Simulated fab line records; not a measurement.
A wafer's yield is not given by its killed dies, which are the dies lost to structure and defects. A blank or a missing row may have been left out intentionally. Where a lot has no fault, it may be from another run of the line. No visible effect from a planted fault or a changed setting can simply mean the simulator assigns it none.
Comparing a struck lot with a sound one -- flow n5-finfet -- 16 out of 1938 route steps
Sound: the wafers L598.2, L598.3, L598.5. Wafers L606.2, L606.3, L606.4 were the ones struck. The cause is given at the end.
Per side, at each step with rows, come the tool, then ch with its chambers, and then its first start. Under that, the readings that differ: sound wafers -- struck wafers -- difference of the means -- sigmas: that difference in standard deviations of wafers without a fault.
alike: words and numbers the same on both sides, and readings whose means are apart by under 2 such deviations; not compared: readings that were withheld, readings missing a value for some wafer, numbers with overlapping values and no deviation given by the record, and bounds like >300 which may hide the same value.
Wherever a step has rows on one side only, a row that says differs or no value, or a row with sigmas, the two part there. Numbers that have no deviation but don't overlap get no sigmas and don't part them. A reading that every wafer of one side lacks parts them only if that side has two wafers or more.

N5_ZERO_LAYER_PECVD_02: deposits SiO2 from SiH4/N2O, target thk 10 nm, time 6 s.
  sound on pecvd-04 ch 0,1,2, day 2 18:18; struck on pecvd-02 ch 0,1,2, day 4 18:17
  alike: heater-power-w, showerhead-plenum-p-Torr, susceptor-temp-C
then, 8 steps without rows for these wafers: N5_ZERO_LAYER_HMDS_04 (time 60 s); N5_ZERO_LAYER_COAT_05 (resist thk 1000 nm); N5_ZERO_LAYER_EBR_07; N5_ZERO_LAYER_SOFTBAKE_06 (time 90 s); N5_ZERO_LAYER_EXPOSE_08 (exposes mask ZERO, defocus 0 nm, target cd 2000 nm); N5_ZERO_LAYER_PEB_09; N5_ZERO_LAYER_DEVELOP_10 (develop time 60 s); N5_ZERO_LAYER_HARDBAKE_23 (time 120 s).
N5_ZERO_LAYER_CD_MEAS_11 targets a cd of 2000 nm.
  sound on cd-sem-01 ch 0, day 2 18:49; struck on cd-sem-03 ch 0, day 4 18:38
  alike: cd-nm
N5_ZERO_LAYER_DESCUM_16: chemistry O2, time 7.9 s.
  sound on rie-diel-06 ch 0,2, day 2 18:50; struck on rie-diel-02 ch 1,2,3, day 4 18:55
  alike: drypump-motor-current-A, oes-product-au, rf-vpp-V, showerhead-plenum-p-Torr, throttle-valve-pct
  not compared: rf-hours-counter-h
N5_ZERO_LAYER_ETCH_17: etches SiO2 in CF4, target depth 12 nm, time 13.3 s.
  sound on rie-diel-06 ch 0,2, day 2 18:53; struck on rie-diel-02 ch 1,2,3, day 4 18:56
reading,sound,struck,difference,sigmas
rf-fwd-power-W (W),443.1 444.7 444.4,445.6 448.0 451.4,+4.3,+2
  alike: drypump-motor-current-A, oes-product-au, rf-vpp-V, showerhead-plenum-p-Torr, throttle-valve-pct
  not compared: rf-hours-counter-h
N5_ZERO_LAYER_ETCH_18: etches Si in HBr/Cl2, target depth 120 nm, time 40 s.
  sound on rie-si-05 ch 0,1,3, day 2 18:57; struck on rie-si-03 ch 0,1,3, day 4 19:01
reading,sound,struck,difference,sigmas
rf-fwd-power-W (W),792.2 796.7 794.9,607.2 607.2 607.0,-187.5,-62
model.etch.depth-nm (nm),119.6 119.5 119.9,106.3 105 107,-13.6,
model.ZERO_LAYER.feature-depth-nm (nm),119.6 119.5 119.9,106.3 105 107,-13.6,
  alike: drypump-motor-current-A, he-backside-leak-sccm, mfc-cl2-sccm, oes-product-au, throttle-valve-pct
  not compared: rf-hours-counter-h
N5_ZERO_LAYER_STRIP_24: strips in O2.
  sound on plasma-asher-01 ch 0,1, day 2 19:03; struck on plasma-asher-02 ch 0,1, day 4 19:07
  alike: drypump-motor-current-A, heater-power-w, oes-product-au, strip-time-to-endpoint-s
  not compared: rf-hours-counter-h
-- the record jumps here: 8 days lie between the struck wafers' starts before and after (it left off in module ZERO_LAYER and takes up again in module BEOL_M4, whose first step shown is number 1111 of the route) --
N5_BEOL_M4_RC_MEAS_101:
  sound on prober-02 ch 0, day 9 17:34; struck on prober-01 ch 0, day 13 01:38
  alike: DIBL_N, DIBL_P, IOFF_N, IOFF_P, ION_N, ION_P, SS_N, SS_P, VT_N, VT_P
N5_PASSIVATION_PROBE_49:
  rows exist in the record for the sound wafers here (prober-02, day 15 03:55), none for the struck ones

WHERE THEY PART
At N5_ZERO_LAYER_ETCH_17 first; at N5_PASSIVATION_PROBE_49 last (within this record only).

WHY: the cause the simulator had injected
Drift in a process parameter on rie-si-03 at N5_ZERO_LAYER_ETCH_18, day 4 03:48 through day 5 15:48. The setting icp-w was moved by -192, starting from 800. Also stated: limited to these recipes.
